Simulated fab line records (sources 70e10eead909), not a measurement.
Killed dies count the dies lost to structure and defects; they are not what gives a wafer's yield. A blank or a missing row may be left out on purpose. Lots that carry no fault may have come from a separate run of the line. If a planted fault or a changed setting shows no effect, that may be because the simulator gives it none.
Which of the tools did it? :: flow nand_harc :: 6 lots, 18 wafers sampled, at 5 steps of a route of 1302

== WHAT EACH GAUGE READ, for each wafer ==
NHARC_END_SORT_01.
lot :: measured :: on :: killed_at_array

== WHAT TOOL EACH LOT RAN ON (gives the tool, then ch and the chambers of the sampled wafers, and finally the start) ==
lot: L400
NHARC_A_CHANNEL_HOLE_D2_ETCH_27: har_etch-01 ch 0,1, day 13 19:08
NHARC_A_CHANNEL_HOLE_D2_STRIP_28: rie_diel-02 ch 0,1, day 14 08:11 or earlier
NHARC_A_CHANNEL_FILL_D2_ALD_15: ald_sin_batch-03 ch 0, day 14 08:11
NHARC_A_CHANNEL_FILL_D2_ALD_25: ald_hk-03 ch 0,1, day 15 09:57

lot: L404
NHARC_A_CHANNEL_HOLE_D2_ETCH_27: har_etch-01 ch 0,1, day 15 08:16
NHARC_A_CHANNEL_HOLE_D2_STRIP_28: rie_diel-09 ch 1,2,3, day 15 21:01 or earlier
NHARC_A_CHANNEL_FILL_D2_ALD_15: ald_sin_batch-01 ch 0, day 15 21:01
NHARC_A_CHANNEL_FILL_D2_ALD_25: ald_hk-03 ch 1,2,3, day 16 22:53

lot: L410
NHARC_A_CHANNEL_HOLE_D2_ETCH_27: har_etch-02 ch 0,1, day 18 01:53
NHARC_A_CHANNEL_HOLE_D2_STRIP_28: rie_diel-06 ch 0,1,3, day 18 14:47 or earlier
NHARC_A_CHANNEL_FILL_D2_ALD_15: ald_sin_batch-03 ch 0, day 18 14:47
NHARC_A_CHANNEL_FILL_D2_ALD_25: ald_hk-04 ch 1,2, day 19 17:19

lot: L411
NHARC_A_CHANNEL_HOLE_D2_ETCH_27: har_etch-01 ch 0,1, day 18 09:50
NHARC_A_CHANNEL_HOLE_D2_STRIP_28: rie_diel-06 ch 0,2, day 18 22:58 or earlier
NHARC_A_CHANNEL_FILL_D2_ALD_15: ald_sin_batch-03 ch 0, day 18 22:58
NHARC_A_CHANNEL_FILL_D2_ALD_25: ald_hk-04 ch 0,2,3, day 20 03:46

lot: L422
NHARC_A_CHANNEL_HOLE_D2_ETCH_27: har_etch-01 ch 1, day 22 17:35
NHARC_A_CHANNEL_HOLE_D2_STRIP_28: rie_diel-06 ch 2,3, day 23 05:33 or earlier
NHARC_A_CHANNEL_FILL_D2_ALD_15: ald_sin_batch-01 ch 0, day 23 05:33
NHARC_A_CHANNEL_FILL_D2_ALD_25: ald_hk-04 ch 0,2, day 24 08:31

lot: L423
NHARC_A_CHANNEL_HOLE_D2_ETCH_27: har_etch-02 ch 0,1, day 23 06:34
NHARC_A_CHANNEL_HOLE_D2_STRIP_28: rie_diel-09 ch 0,1,2, day 23 18:24 or earlier
NHARC_A_CHANNEL_FILL_D2_ALD_15: ald_sin_batch-01 ch 0, day 23 18:24
NHARC_A_CHANNEL_FILL_D2_ALD_25: ald_hk-04 ch 1,2, day 24 21:36
- NHARC_A_CHANNEL_HOLE_D2_ETCH_27: etches the open film in C4F8/O2/Ar, time 90 s, target depth 400 nm.
- NHARC_A_CHANNEL_HOLE_D2_STRIP_28: strips in O2.
- NHARC_A_CHANNEL_FILL_D2_ALD_15: deposits SiNx, target thk 2 nm, pulse time 60 s, ald cycles 19.
- NHARC_A_CHANNEL_FILL_D2_ALD_25: deposits SiOx, target thk 60 nm, pulse time 10 s, ald cycles 600.

== THE ANSWER, worked out from the rows above alone ==
Rule: usual is defined by the lots themselves. The widest of any qualifying gaps counts: lots, ordered by their means at a reading, are off when they make up no more than a third of the lots, leave a main group of 4 or more, and stand apart from it by 3 or more times the standard deviation of that group's means. A main group is skipped when, at the precision printed for the reading in the tables above, its means are all equal. Also off: a lot with no number at a reading for which 4 or more lots have one. Where the step has rows for the other lots, those lots are counted as sound.
None of the lots is off at any reading shown; this tells nothing.

== WHAT WAS PUT IN BY THE SIMULATOR ==
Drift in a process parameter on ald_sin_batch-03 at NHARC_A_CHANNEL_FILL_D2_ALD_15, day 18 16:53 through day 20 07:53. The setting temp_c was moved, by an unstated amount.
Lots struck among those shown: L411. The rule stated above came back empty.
